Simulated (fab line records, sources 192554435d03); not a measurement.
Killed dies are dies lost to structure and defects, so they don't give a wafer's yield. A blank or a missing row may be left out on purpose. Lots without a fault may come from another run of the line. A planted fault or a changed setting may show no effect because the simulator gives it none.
fab line records | flow n5_finfet
record lots=5 wafers=15 last_day=17
route steps=1938 shown BEOL_M4@1074
lots that met no fault: from a run of the same line without faults
start_h: hours from the record's first day to the start of the lot's first wafer shown | wait_h: hours since the lot's step before | " the same as in the row above | L1.1+2: a row that stands for several wafers | - no value, or no start given | * or withheld: withheld | < > ~ a bound
route shown NAME@n: a module of which the file shows steps, and the number in the route of the first | usual: mean/standard deviation of fault-free wafers | same: alike in all rows | chamber/n: place in a boat | sites: the reading at each site | _std_site: their standard deviation | _edge_site: outer sites' mean less inner sites' | radius_mm: how far each site lies from the wafer's centre | mask NAME#n: copy n | behind: the tool/chamber that last shaped the wafer | hold: why the lot was held/for how many hours/how that ended | device: the transistor (n, p or np) that didn't switch | end of line: the same wafers' tests at the end of the route | a step without rows: its recipe alone | killed: dies lost to structure and defects at the first sort, not the wafer's yield | map: a wafer's dies, x killed, . not, _ none there
set.NAME: the setting as run; set.NAME@STEP: as run at that earlier step | model.NAME: the simulator's own value behind a step, which no gauge read
lots at some steps of the route; a table a step, a row a wafer
services: from which hour (start_h, from the record's first day; less than 0 if before it) a tool's chamber was out of use, for how many hours, and why
## steps
# step N5_BEOL_M4_HM_STRIP_39
# recipe chemistry=peroxide_tin_strip material=TiN target_depth_a=250 temp_c=50 time_s=158
# same time_s=158
# columns lot.wafer tool chamber start_h wait_h
L076.2+5+6 wet_bench-03 4,5,3 167.83 0.0
L080.3+4+5 wet_bench-06 7,5,4 199.18 0.0
L089.1+2+6 wet_bench-03 3,6,5 271.00 0.0
L091.3+5+6 wet_bench-06 0,3,2 272.23 0.0
L095.1+2+3 wet_bench-01 6,0,7 296.44 0.0
# step N5_BEOL_M4_SRD_40
# recipe time_s=30 temp_c=23 rinse_liquid=diw dry=ipa_marangoni
# same time_s=30
# columns lot.wafer tool chamber start_h wait_h
L076.2+5+6 wet_bench-03 4,5,3 167.88 0.0
L080.3+4+5 wet_bench-06 7,5,4 199.23 0.0
L089.1+2+6 wet_bench-03 3,6,5 271.05 0.0
L091.3+5+6 wet_bench-06 0,3,2 272.27 0.0
L095.1+2+3 wet_bench-01 6,0,7 296.48 0.0
# step N5_BEOL_M4_PRECLEAN_42
# recipe chemistry=residue_remover time_s=60 temp_c=40
# same time_s=60
# columns lot.wafer tool chamber start_h wait_h
L076.2+5+6 wet_bench-03 4,5,3 167.90 0.0
L080.3+4+5 wet_bench-06 7,5,4 199.25 0.0
L089.1+2+6 wet_bench-03 3,6,5 271.07 0.0
L091.3+5+6 wet_bench-06 0,3,2 272.29 0.0
L095.1+2+3 wet_bench-01 6,0,7 296.50 0.0
# step N5_BEOL_M4_SRD_43
# recipe time_s=30 temp_c=23 rinse_liquid=diw dry=ipa_marangoni
# same time_s=30
# columns lot.wafer tool chamber start_h wait_h
L076.2+5+6 wet_bench-03 4,5,3 167.92 0.0
L080.3+4+5 wet_bench-06 7,5,4 199.26 0.0
L089.1+2+6 wet_bench-03 3,6,5 271.09 0.0
L091.3+5+6 wet_bench-06 0,3,2 272.31 0.0
L095.1+2+3 wet_bench-01 6,0,7 296.52 0.0
# step N5_BEOL_M4_CD_MEAS_35
# recipe target_cd_nm=18 target_cd_y_nm=22.4 polarity=opening
# usual cd_nm=18.0/0.4
# columns lot.wafer tool chamber start_h wait_h cd_nm
L076.2 cd_sem-03 - 167.96 0.0 18.1
L076.5 " - " " 18.5
L076.6 " - " " 18.3
L080.3 cd_sem-03 - 199.30 0.0 17.6
L080.4 " - " " 18.4
L080.5 " - " " 17.8
L089.1 cd_sem-02 - 271.13 0.0 18.2
L089.2 " - " " 17.9
L089.6 " - " " 17.6
L091.3 cd_sem-03 - 272.35 0.0 18.7
L091.5 " - " " 17.8
L091.6 " - " " 18.5
L095.1 cd_sem-03 - 296.56 0.0 18.1
L095.2 " - " " 18.3
L095.3 " - " " 17.9
# step N5_BEOL_M4_DEGAS_44
# recipe ambient=vacuum temp_c=250 time_s=60
# usual heater_power_w=328/34 susceptor_temp_C=250.02/0.18
# same time_s=60
# columns lot.wafer tool chamber start_h wait_h heater_power_w susceptor_temp_C
L076.2 pvd_sputter-01 - 168.62 0.7 314 249.89
L076.5 " - " " 306 250.07
L076.6 " - " " 400 249.95
L080.3 pvd_sputter-03 - 199.34 0.0 354 250.00
L080.4 " - " " 325 250.35
L080.5 " - " " 386 250.06
L089.1 pvd_sputter-01 - 272.08 0.9 381 249.85
L089.2 " - " " 282 249.96
L089.6 " - " " 313 249.88
L091.3 pvd_sputter-02 - 272.91 0.6 278 249.77
L091.5 " - " " 290 249.70
L091.6 " - " " 341 250.44
L095.1 pvd_sputter-01 - 296.62 0.1 390 250.00
L095.2 " - " " 311 249.86
L095.3 " - " " 346 249.96
# step N5_BEOL_M4_PRE_CLEAN_45
# recipe gas=H2/He time_s=30 temp_c=250
# usual heater_power_w=328/35 susceptor_temp_C=250.00/0.17
# same time_s=30
# columns lot.wafer tool chamber start_h wait_h heater_power_w susceptor_temp_C
L076.2 pvd_sputter-01 - 168.66 0.0 309 250.43
L076.5 " - " " 305 250.04
L076.6 " - " " 380 250.02
L080.3 pvd_sputter-03 - 199.38 0.0 358 250.13
L080.4 " - " " 321 249.68
L080.5 " - " " 376 250.03
L089.1 pvd_sputter-01 - 272.12 0.0 400 249.87
L089.2 " - " " 286 249.82
L089.6 " - " " 300 249.78
L091.3 pvd_sputter-02 - 272.95 0.0 277 249.69
L091.5 " - " " 288 249.89
L091.6 " - " " 330 250.17
L095.1 pvd_sputter-01 - 296.66 0.0 393 249.78
L095.2 " - " " 318 249.91
L095.3 " - " " 356 250.03
# step N5_BEOL_M4_ALD_84
# recipe material=TaN target_thk_a=* temp_c=275 ald_precursor_family=PDMAT ald_co_reactant=NH3 pressure_torr=3 carrier_flow_sccm=1500 pulse_time_s=2 purge_time_s=3 co_reactant_purge_time_s=2 co_reactant_pulse_time_s=3 ald_cycles=30 precursor_vessel_temp_c=75 precursor_vessel_pressure_torr=26.25 precursor_vessel_carrier_sccm=1000
# usual heater_power_w=407/37 susceptor_temp_C=275.02/0.18
# same co_reactant_purge_time_s=2
# columns lot.wafer tool chamber start_h wait_h heater_power_w susceptor_temp_C
L076.2 ald_metal-04 3 168.72 0.0 462 274.90
L076.5 " 2 " " 354 274.92
L076.6 " 3 " " 465 274.99
L080.3 ald_metal-03 0 199.44 0.0 389 275.28
L080.4 " 3 " " 402 274.92
L080.5 " 3 " " 398 274.97
L089.1 ald_metal-02 1 272.19 0.1 389 275.01
L089.2 " 3 " " 377 274.85
L089.6 " 1 " " 390 275.29
L091.3 ald_metal-03 0 273.12 0.1 393 274.84
L091.5 " 2 " " 425 275.39
L091.6 " 0 " " 408 274.70
L095.1 ald_metal-03 1 296.72 0.0 375 274.84
L095.2 " 3 " " 412 275.03
L095.3 " 0 " " 400 275.12
# step N5_BEOL_M4_SURFACE_TREAT_85
# recipe gas=Ar time_s=* ion_energy_ev=* ion_current_ma_cm2=0.5 pressure_mtorr=* ar_flow_sccm=30
# usual pressure_mtorr=* throttle_valve_pct=*
# same time_s=*
# columns lot.wafer tool chamber start_h wait_h pressure_mtorr throttle_valve_pct
L076.2 pvd_sputter-01 - 169.12 0.3 * *
L076.5 " - " " * *
L076.6 " - " " * *
L080.3 pvd_sputter-02 - 199.67 0.1 * *
L080.4 " - " " * *
L080.5 " - " " * *
L089.1 pvd_sputter-03 - 272.44 0.1 * *
L089.2 " - " " * *
L089.6 " - " " * *
L091.3 pvd_sputter-02 - 273.39 0.2 * *
L091.5 " - " " * *
L091.6 " - " " * *
L095.1 pvd_sputter-01 - 296.95 0.1 * *
L095.2 " - " " * *
L095.3 " - " " * *
# step N5_BEOL_M4_CVD_47
# recipe material=Co target_thk_a=30 temp_c=withheld precursor=CCTBA/H2 pressure_torr=30 time_s=223.8
# same time_s=223.8
# columns lot.wafer tool chamber start_h wait_h
L076.2+5+6 cvd_co-02 2,0,1 169.19 0.0
L080.3+4+5 cvd_co-01 2,1,2 199.96 0.3
L089.1+2+6 cvd_co-02 1,0,2 272.50 0.0
L091.3+5+6 cvd_co-01 1,2,0 273.56 0.2
L095.1+2+3 cvd_co-02 2,0,1 297.09 0.1
# step N5_BEOL_M4_SPUTTER_48
# recipe material=Cu target_thk_a=45 temp_c=-20 chamber_pressure_pa=0.07 power_w=withheld time_s=8.29
# usual susceptor_temp_C=-20.01/0.1 throttle_valve_pct=30.2/0.92
# same time_s=8.29
# columns lot.wafer tool chamber start_h wait_h susceptor_temp_C throttle_valve_pct
L076.2 pvd_sputter-01 - 169.36 0.1 -20.00 29.4
L076.5 " - " " -20.14 31.9
L076.6 " - " " -19.92 29.5
L080.3 pvd_sputter-02 - 201.59 1.6 -19.90 28.9
L080.4 " - " " -20.03 29.5
L080.5 " - " " -19.97 30.4
L089.1 pvd_sputter-01 - 272.68 0.1 -20.14 31.9
L089.2 " - " " -19.98 29.4
L089.6 " - " " -20.13 29.3
L091.3 pvd_sputter-02 - 273.85 0.2 -20.06 29.4
L091.5 " - " " -19.85 29.2
L091.6 " - " " -20.01 29.3
L095.1 pvd_sputter-02 - 297.25 0.1 -19.89 30.3
L095.2 " - " " -19.91 29.4
L095.3 " - " " -20.07 29.3
# step N5_BEOL_M4_ANNEAL_49
# recipe temp_c=400 time_s=240 ambient=vacuum
# usual heater_power_w=805/86 susceptor_temp_C=400.00/0.22
# same time_s=240
# columns lot.wafer tool chamber start_h wait_h heater_power_w susceptor_temp_C
L076.2 pvd_sputter-01 - 169.44 0.0 985 400.27
L076.5 " - " " 873 399.93
L076.6 " - " " 989 400.05
L080.3 pvd_sputter-02 - 201.67 0.0 831 400.05
L080.4 " - " " 708 400.36
L080.5 " - " " 775 399.81
L089.1 pvd_sputter-01 - 272.76 0.0 870 400.47
L089.2 " - " " 978 399.55
L089.6 " - " " 986 399.83
L091.3 pvd_sputter-02 - 273.93 0.0 717 399.95
L091.5 " - " " 850 400.09
L091.6 " - " " 710 400.02
L095.1 pvd_sputter-02 - 297.33 0.0 778 399.88
L095.2 " - " " 710 399.98
L095.3 " - " " 720 400.08
# step N5_BEOL_M4_SPUTTER_79
# recipe material=Cu target_thk_a=45 temp_c=-20 chamber_pressure_pa=0.07 power_w=withheld time_s=8.29
# usual susceptor_temp_C=-20.00/0.1 throttle_valve_pct=30.1/0.9
# same time_s=8.29
# columns lot.wafer tool chamber start_h wait_h susceptor_temp_C throttle_valve_pct
L076.2 pvd_sputter-01 - 169.58 0.1 -19.77 29.3
L076.5 " - " " -20.04 32.1
L076.6 " - " " -19.99 29.5
L080.3 pvd_sputter-02 - 201.81 0.1 -19.92 29.4
L080.4 " - " " -20.07 29.8
L080.5 " - " " -19.89 30.1
L089.1 pvd_sputter-01 - 272.90 0.1 -20.05 31.7
L089.2 " - " " -20.06 29.5
L089.6 " - " " -19.79 29.2
L091.3 pvd_sputter-02 - 274.07 0.1 -20.06 29.3
L091.5 " - " " -20.03 29.2
L091.6 " - " " -19.97 29.1
L095.1 pvd_sputter-02 - 297.47 0.1 -19.88 30.1
L095.2 " - " " -19.94 29.6
L095.3 " - " " -20.09 29.3
# step N5_BEOL_M4_ANNEAL_80
# recipe temp_c=400 time_s=240 ambient=vacuum
# usual heater_power_w=806/86 susceptor_temp_C=399.97/0.25
# same time_s=240
# columns lot.wafer tool chamber start_h wait_h heater_power_w susceptor_temp_C
L076.2 pvd_sputter-01 - 169.66 0.0 969 399.72
L076.5 " - " " 877 400.23
L076.6 " - " " 970 399.62
L080.3 pvd_sputter-02 - 201.89 0.0 845 399.98
L080.4 " - " " 718 400.47
L080.5 " - " " 752 399.88
L089.1 pvd_sputter-01 - 272.98 0.0 883 400.32
L089.2 " - " " 969 400.04
L089.6 " - " " 970 399.89
L091.3 pvd_sputter-02 - 274.15 0.0 734 399.80
L091.5 " - " " 841 399.65
L091.6 " - " " 721 399.58
L095.1 pvd_sputter-02 - 297.55 0.0 785 400.01
L095.2 " - " " 706 400.31
L095.3 " - " " 697 400.11
# step N5_BEOL_M4_SPUTTER_81
# recipe material=Cu target_thk_a=45 temp_c=-20 chamber_pressure_pa=0.07 power_w=withheld time_s=8.29
# usual susceptor_temp_C=-19.99/0.1 throttle_valve_pct=30.2/0.88
# same time_s=8.29
# columns lot.wafer tool chamber start_h wait_h susceptor_temp_C throttle_valve_pct
L076.2 pvd_sputter-01 - 169.80 0.1 -20.03 29.4
L076.5 " - " " -20.08 31.9
L076.6 " - " " -20.13 29.5
L080.3 pvd_sputter-02 - 202.03 0.1 -19.89 29.2
L080.4 " - " " -19.95 29.6
L080.5 " - " " -19.85 30.2
L089.1 pvd_sputter-01 - 273.12 0.1 -19.96 31.5
L089.2 " - " " -20.18 29.2
L089.6 " - " " -19.92 29.6
L091.3 pvd_sputter-02 - 274.29 0.1 -19.97 29.3
L091.5 " - " " -20.05 29.1
L091.6 " - " " -19.85 29.5
L095.1 pvd_sputter-02 - 297.69 0.1 -19.96 29.9
L095.2 " - " " -19.93 29.7
L095.3 " - " " -19.75 29.3
# step N5_BEOL_M4_ANNEAL_82
# recipe temp_c=400 time_s=240 ambient=vacuum
# usual heater_power_w=807/86 susceptor_temp_C=400.01/0.19
# same time_s=240
# columns lot.wafer tool chamber start_h wait_h heater_power_w susceptor_temp_C
L076.2 pvd_sputter-01 - 169.88 0.0 973 399.80
L076.5 " - " " 857 399.95
L076.6 " - " " 989 400.16
L080.3 pvd_sputter-02 - 202.11 0.0 848 400.08
L080.4 " - " " 718 399.71
L080.5 " - " " 778 399.65
L089.1 pvd_sputter-01 - 273.20 0.0 871 400.22
L089.2 " - " " 996 400.08
L089.6 " - " " 965 399.91
L091.3 pvd_sputter-02 - 274.37 0.0 726 400.27
L091.5 " - " " 861 400.17
L091.6 " - " " 713 400.32
L095.1 pvd_sputter-02 - 297.77 0.0 772 399.73
L095.2 " - " " 704 399.91
L095.3 " - " " 707 400.06
# step N5_BEOL_M4_SPUTTER_86
# recipe material=Cu target_thk_a=45 temp_c=-20 chamber_pressure_pa=0.07 power_w=withheld time_s=8.29
# usual susceptor_temp_C=-19.99/0.11 throttle_valve_pct=30.2/0.91
# same time_s=8.29
# columns lot.wafer tool chamber start_h wait_h susceptor_temp_C throttle_valve_pct
L076.2 pvd_sputter-01 - 170.02 0.1 -19.94 29.7
L076.5 " - " " -20.04 31.7
L076.6 " - " " -19.89 29.3
L080.3 pvd_sputter-02 - 202.25 0.1 -20.01 29.1
L080.4 " - " " -19.88 29.7
L080.5 " - " " -20.06 30.4
L089.1 pvd_sputter-01 - 273.34 0.1 -19.93 31.8
L089.2 " - " " -19.99 29.5
L089.6 " - " " -20.02 29.3
L091.3 pvd_sputter-02 - 274.51 0.1 -19.91 29.4
L091.5 " - " " -19.95 29.1
L091.6 " - " " -19.91 29.2
L095.1 pvd_sputter-02 - 297.91 0.1 -19.87 30.1
L095.2 " - " " -20.11 29.7
L095.3 " - " " -19.91 29.3
# step N5_BEOL_M4_ANNEAL_87
# recipe temp_c=400 time_s=240 ambient=vacuum
# usual heater_power_w=806/87 susceptor_temp_C=400.01/0.22
# same time_s=240
# columns lot.wafer tool chamber start_h wait_h heater_power_w susceptor_temp_C
L076.2 pvd_sputter-01 - 170.10 0.0 982 400.04
L076.5 " - " " 888 399.99
L076.6 " - " " 982 400.48
L080.3 pvd_sputter-02 - 202.33 0.0 853 400.16
L080.4 " - " " 700 400.09
L080.5 " - " " 779 399.96
L089.1 pvd_sputter-01 - 273.42 0.0 864 400.01
L089.2 " - " " 979 399.79
L089.6 " - " " 964 399.81
L091.3 pvd_sputter-02 - 274.59 0.0 716 399.89
L091.5 " - " " 837 399.99
L091.6 " - " " 703 400.04
L095.1 pvd_sputter-02 - 297.99 0.0 757 399.68
L095.2 " - " " 712 400.25
L095.3 " - " " 723 399.86
# step N5_BEOL_M4_SPUTTER_88
# recipe material=Cu target_thk_a=45 temp_c=-20 chamber_pressure_pa=0.07 power_w=withheld time_s=8.29
# usual susceptor_temp_C=-20.00/0.096 throttle_valve_pct=30.1/0.91
# same time_s=8.29
# columns lot.wafer tool chamber start_h wait_h susceptor_temp_C throttle_valve_pct
L076.2 pvd_sputter-01 - 170.24 0.1 -20.05 29.4
L076.5 " - " " -20.06 31.9
L076.6 " - " " -19.97 29.3
L080.3 pvd_sputter-02 - 202.47 0.1 -19.95 29.2
L080.4 " - " " -19.88 29.5
L080.5 " - " " -20.06 30.1
L089.1 pvd_sputter-01 - 273.56 0.1 -20.11 32.0
L089.2 " - " " -20.03 29.3
L089.6 " - " " -19.94 29.3
L091.3 pvd_sputter-02 - 274.73 0.1 -19.96 29.1
L091.5 " - " " -20.05 29.2
L091.6 " - " " -20.08 29.0
L095.1 pvd_sputter-02 - 298.13 0.1 -20.01 30.1
L095.2 " - " " -20.12 29.6
L095.3 " - " " -19.91 29.5
# step N5_BEOL_M4_ANNEAL_89
# recipe temp_c=400 time_s=240 ambient=vacuum
# usual heater_power_w=805/90 susceptor_temp_C=399.97/0.22
# same time_s=240
# columns lot.wafer tool chamber start_h wait_h heater_power_w susceptor_temp_C
L076.2 pvd_sputter-01 - 170.32 0.0 986 399.71
L076.5 " - " " 890 400.06
L076.6 " - " " 969 399.85
L080.3 pvd_sputter-02 - 202.55 0.0 842 399.90
L080.4 " - " " 682 399.66
L080.5 " - " " 772 400.18
L089.1 pvd_sputter-01 - 273.64 0.0 862 400.26
L089.2 " - " " 971 399.89
L089.6 " - " " 992 399.61
L091.3 pvd_sputter-02 - 274.81 0.0 728 400.00
L091.5 " - " " 845 400.35
L091.6 " - " " 699 399.98
L095.1 pvd_sputter-02 - 298.21 0.0 771 400.01
L095.2 " - " " 713 399.81
L095.3 " - " " 729 399.98
# step N5_BEOL_M4_SPUTTER_90
# recipe material=Cu target_thk_a=45 temp_c=-20 chamber_pressure_pa=0.07 power_w=withheld time_s=8.29
# usual susceptor_temp_C=-19.99/0.11 throttle_valve_pct=30.1/0.89
# same time_s=8.29
# columns lot.wafer tool chamber start_h wait_h susceptor_temp_C throttle_valve_pct
L076.2 pvd_sputter-01 - 170.46 0.1 -19.80 29.1
L076.5 " - " " -20.01 31.9
L076.6 " - " " -19.80 29.4
L080.3 pvd_sputter-02 - 202.69 0.1 -20.09 29.0
L080.4 " - " " -19.99 29.8
L080.5 " - " " -19.88 30.4
L089.1 pvd_sputter-01 - 273.78 0.1 -20.04 31.7
L089.2 " - " " -20.00 29.5
L089.6 " - " " -20.05 29.4
L091.3 pvd_sputter-02 - 274.95 0.1 -20.13 29.3
L091.5 " - " " -20.15 29.0
L091.6 " - " " -20.06 29.0
L095.1 pvd_sputter-02 - 298.35 0.1 -19.92 30.3
L095.2 " - " " -19.99 29.6
L095.3 " - " " -20.11 29.2
# step N5_BEOL_M4_ANNEAL_91
# recipe temp_c=400 time_s=240 ambient=vacuum
# usual heater_power_w=805/86 susceptor_temp_C=399.99/0.21
# same time_s=240
# columns lot.wafer tool chamber start_h wait_h heater_power_w susceptor_temp_C
L076.2 pvd_sputter-01 - 170.54 0.0 966 399.85
L076.5 " - " " 887 399.86
L076.6 " - " " 962 400.17
L080.3 pvd_sputter-02 - 202.77 0.0 846 399.82
L080.4 " - " " 718 399.99
L080.5 " - " " 759 400.15
L089.1 pvd_sputter-01 - 273.86 0.0 872 399.83
L089.2 " - " " 969 399.33
L089.6 " - " " 966 399.55
L091.3 pvd_sputter-02 - 275.03 0.0 724 399.56
L091.5 " - " " 848 399.98
L091.6 " - " " 708 399.52
L095.1 pvd_sputter-02 - 298.43 0.0 786 400.06
L095.2 " - " " 714 400.12
L095.3 " - " " 710 400.07
# step N5_BEOL_M4_SPUTTER_92
# recipe material=Cu target_thk_a=45 temp_c=-20 chamber_pressure_pa=0.07 power_w=withheld time_s=8.29
# usual susceptor_temp_C=-19.99/0.1 throttle_valve_pct=30.1/0.92
# same time_s=8.29
# columns lot.wafer tool chamber start_h wait_h susceptor_temp_C throttle_valve_pct
L076.2 pvd_sputter-01 - 170.68 0.1 -20.10 29.6
L076.5 " - " " -19.82 31.6
L076.6 " - " " -19.91 29.4
L080.3 pvd_sputter-02 - 202.91 0.1 -19.99 29.1
L080.4 " - " " -20.19 29.6
L080.5 " - " " -19.89 30.2
L089.1 pvd_sputter-01 - 274.00 0.1 -20.02 31.8
L089.2 " - " " -19.97 29.3
L089.6 " - " " -19.98 29.4
L091.3 pvd_sputter-02 - 275.17 0.1 -20.01 29.4
L091.5 " - " " -20.07 29.0
L091.6 " - " " -19.96 29.3
L095.1 pvd_sputter-02 - 298.57 0.1 -19.93 30.0
L095.2 " - " " -19.86 29.7
L095.3 " - " " -20.01 29.4
# step N5_BEOL_M4_ANNEAL_93
# recipe temp_c=400 time_s=240 ambient=vacuum
# usual heater_power_w=804/87 susceptor_temp_C=400.02/0.2
# same time_s=240
# columns lot.wafer tool chamber start_h wait_h heater_power_w susceptor_temp_C
L076.2 pvd_sputter-01 - 170.76 0.0 965 400.04
L076.5 " - " " 884 399.79
L076.6 " - " " 978 399.98
L080.3 pvd_sputter-02 - 202.99 0.0 851 400.36
L080.4 " - " " 697 399.98
L080.5 " - " " 794 399.95
L089.1 pvd_sputter-01 - 274.08 0.0 881 399.77
L089.2 " - " " 972 400.07
L089.6 " - " " 965 400.14
L091.3 pvd_sputter-02 - 275.25 0.0 711 399.76
L091.5 " - " " 842 400.09
L091.6 " - " " 706 400.20
L095.1 pvd_sputter-02 - 298.65 0.0 778 400.20
L095.2 " - " " 702 399.86
L095.3 " - " " 732 399.86
# step N5_BEOL_M4_SPUTTER_94
# recipe material=Cu target_thk_a=45 temp_c=-20 chamber_pressure_pa=0.07 power_w=withheld time_s=8.29
# usual susceptor_temp_C=-20.00/0.11 throttle_valve_pct=30.1/0.93
# same time_s=8.29
# columns lot.wafer tool chamber start_h wait_h susceptor_temp_C throttle_valve_pct
L076.2 pvd_sputter-01 - 170.90 0.1 -19.97 29.3
L076.5 " - " " -20.19 32.0
L076.6 " - " " -20.03 29.6
L080.3 pvd_sputter-02 - 203.13 0.1 -19.97 28.8
L080.4 " - " " -19.92 29.2
L080.5 " - " " -19.97 30.2
L089.1 pvd_sputter-01 - 274.22 0.1 -20.00 31.6
L089.2 " - " " -20.07 29.3
L089.6 " - " " -19.92 29.5
L091.3 pvd_sputter-02 - 275.39 0.1 -19.98 29.5
L091.5 " - " " -19.88 28.9
L091.6 " - " " -19.90 28.9
L095.1 pvd_sputter-02 - 298.79 0.1 -20.01 30.2
L095.2 " - " " -20.14 29.4
L095.3 " - " " -19.88 28.8
# step N5_BEOL_M4_ANNEAL_95
# recipe temp_c=400 time_s=240 ambient=vacuum
# usual heater_power_w=807/88 susceptor_temp_C=399.98/0.23
# same time_s=240
# columns lot.wafer tool chamber start_h wait_h heater_power_w susceptor_temp_C
L076.2 pvd_sputter-01 - 170.98 0.0 988 399.74
L076.5 " - " " 889 399.66
L076.6 " - " " 968 400.00
L080.3 pvd_sputter-02 - 203.21 0.0 853 399.81
L080.4 " - " " 705 400.17
L080.5 " - " " 778 399.99
L089.1 pvd_sputter-01 - 274.30 0.0 871 399.88
L089.2 " - " " 976 399.92
L089.6 " - " " 987 399.83
L091.3 pvd_sputter-02 - 275.47 0.0 721 400.19
L091.5 " - " " 860 400.07
L091.6 " - " " 702 399.78
L095.1 pvd_sputter-02 - 298.87 0.0 766 400.07
L095.2 " - " " 716 399.71
L095.3 " - " " 715 399.78
# step N5_BEOL_M4_SPUTTER_96
# recipe material=Cu target_thk_a=45 temp_c=-20 chamber_pressure_pa=0.07 power_w=withheld time_s=8.29
# usual susceptor_temp_C=-20.01/0.12 throttle_valve_pct=30.2/0.92
# same time_s=8.29
# columns lot.wafer tool chamber start_h wait_h susceptor_temp_C throttle_valve_pct
L076.2 pvd_sputter-01 - 171.12 0.1 -20.02 29.5
L076.5 " - " " -19.94 31.7
L076.6 " - " " -20.04 29.2
L080.3 pvd_sputter-02 - 203.35 0.1 -19.98 29.0
L080.4 " - " " -19.90 29.5
L080.5 " - " " -19.91 30.3
L089.1 pvd_sputter-01 - 274.44 0.1 -19.95 31.9
L089.2 " - " " -20.11 29.6
L089.6 " - " " -20.14 29.6
L091.3 pvd_sputter-02 - 275.61 0.1 -20.00 29.3
L091.5 " - " " -19.92 29.0
L091.6 " - " " -20.20 29.3
L095.1 pvd_sputter-02 - 299.01 0.1 -20.09 30.3
L095.2 " - " " -19.84 29.6
L095.3 " - " " -20.10 29.2
# step N5_BEOL_M4_ECD_50
# recipe material=Cu target_thk_a=3000
# columns lot.wafer tool chamber start_h wait_h
L076.2+5+6 ecd_cu-01 0,1,0 171.24 0.1
L080.3+4+5 ecd_cu-02 1,0,0 203.49 0.1
L089.1+2+6 ecd_cu-02 1,0,1 274.55 0.1
L091.3+5+6 ecd_cu-02 0,0,1 275.74 0.1
L095.1+2+3 ecd_cu-02 0,1,0 299.12 0.1
# step N5_BEOL_M4_ANNEAL_51
# recipe temp_c=225 time_s=90 ambient=N2
# usual wafer_temp_C_max=225.84/0.25
# same time_s=90
# columns lot.wafer tool chamber start_h wait_h wafer_temp_C_max
L076.2 rtp_anneal-01 0 171.36 0.1 225.69
L076.5 " 0 " " 225.29
L076.6 " 0 " " 226.10
L080.3 rtp_anneal-02 0 203.64 0.1 225.73
L080.4 " 0 " " 225.67
L080.5 " 0 " " 225.57
L089.1 rtp_anneal-02 0 274.63 0.1 226.21
L089.2 " 0 " " 225.97
L089.6 " 0 " " 226.05
L091.3 rtp_anneal-02 0 275.91 0.1 225.81
L091.5 " 0 " " 225.70
L091.6 " 0 " " 225.70
L095.1 rtp_anneal-01 0 299.20 0.1 226.01
L095.2 " 0 " " 226.27
L095.3 " 0 " " 226.11
# step N5_BEOL_M4_CMP_52
# recipe stop_on=SiOC t_overpolish_s=6.8 down_force_psi=1 platen_rpm=50 clearing_platen_down_force_psi=1.5 clearing_platen_rpm=50 post_cmp_clean=cu_alkaline target_thk_nm=40 clearing_platen_pad_velocity_m_s=0.99484 pad_velocity_m_s=0.99484
# usual barrier_field_endpoint_s=24.6/0.65 edge_zone_pressure_frac=1.000/0.0055 motor_current_A=6.2/0.81 overpolish_run_s=6.800/0.0088 slurry_filter_dp_kPa=13.50/0.13 time_to_endpoint_s=63/3.3
# columns lot.wafer tool chamber start_h wait_h barrier_field_endpoint_s edge_zone_pressure_frac motor_current_A overpolish_run_s slurry_filter_dp_kPa time_to_endpoint_s
L076.2 cmp-02 2 171.69 0.3 24.6 0.997 6.4 6.795 13.64 64
L076.5 " 0 " " 25.2 0.998 5.3 6.774 13.46 67
L076.6 " 1 " " 24.5 1.000 7.2 6.791 13.28 61
L080.3 cmp-02 0 203.85 0.2 24.7 0.997 5.0 6.810 13.37 64
L080.4 " 1 " " 24.5 1.002 6.6 6.789 13.48 60
L080.5 " 1 " " 23.6 1.005 7.0 6.803 13.27 60
L089.1 cmp-02 3 274.93 0.3 24.2 0.999 5.8 6.798 13.46 63
L089.2 " 2 " " 24.9 0.995 6.2 6.798 13.41 61
L089.6 " 0 " " 24.7 1.005 5.7 6.801 13.39 65
L091.3 cmp-02 1 276.16 0.2 23.8 1.005 6.9 6.781 13.64 55
L091.6 " 0 " " 25.5 1.003 5.3 6.799 13.75 65
L091.5 " 1 " " 23.7 1.008 7.0 6.800 13.44 57
L095.1 cmp-02 0 299.50 0.3 25.8 1.004 5.6 6.795 13.75 64
L095.3 " 1 " " 25.0 0.998 7.0 6.807 13.64 60
L095.2 " 2 " " 25.1 1.008 6.6 6.799 13.29 64
# step N5_BEOL_M4_THK_MEAS_53
# recipe thk_meas_gauge=xrf reads=Cu_of_BEOL_M4_ECD_50
# usual M4_THK=42.1/1.6
# columns lot.wafer tool chamber start_h wait_h M4_THK[nm]
L076.2 film_metro-02 - 171.91 - 41.4
L076.5 " - " " 39.8
L076.6 " - " " 40.7
L080.3 film_metro-02 - 204.14 - 41.1
L080.4 " - " " 43.2
L080.5 " - " " 41.9
L089.1 film_metro-02 - 275.23 - 41.1
L089.2 " - " " 41.1
L089.6 " - " " 41.4
L091.3 film_metro-02 - 276.41 - 42.8
L091.5 " - " " 42.9
L091.6 " - " " 42.3
L095.1 film_metro-01 - 299.79 - 41.2
L095.2 " - " " 42.6
L095.3 " - " " 39.9
## services
# columns tool chamber start_h hours kind
cvd_co-01 0 163.50 9.1 repair
pvd_sputter-03 - 169.46 17.4 repair
ald_metal-02 3 170.39 7.1 repair
ald_metal-04 1 170.44 13.7 repair
ecd_cu-02 - 172.97 0.4 repair
ecd_cu-01 - 175.74 4.4 pm
wet_bench-01 - 176.16 1.9 pm
cmp-02 - 182.60 0.2 repair
ald_metal-04 - 186.83 8.7 pm
cmp-02 - 200.56 2.4 repair
wet_bench-03 - 201.45 6.5 repair
ald_metal-04 3 204.08 28.1 repair
ecd_cu-02 - 206.87 0.3 repair
cmp-02 - 215.42 4.0 pm
cmp-02 - 219.42 - consumable_replace:conditioner
cmp-02 - 219.42 - consumable_replace:pad
wet_bench-01 - 231.52 7.6 repair
rtp_anneal-02 - 236.21 4.7 pm
cmp-02 - 244.01 1.5 repair
ald_metal-04 0 250.53 14.7 repair
ald_metal-03 - 259.98 8.7 pm
pvd_sputter-01 - 265.60 4.9 repair
ald_metal-03 1 272.93 4.8 repair
cmp-02 - 287.69 1.8 repair
## key
fault none
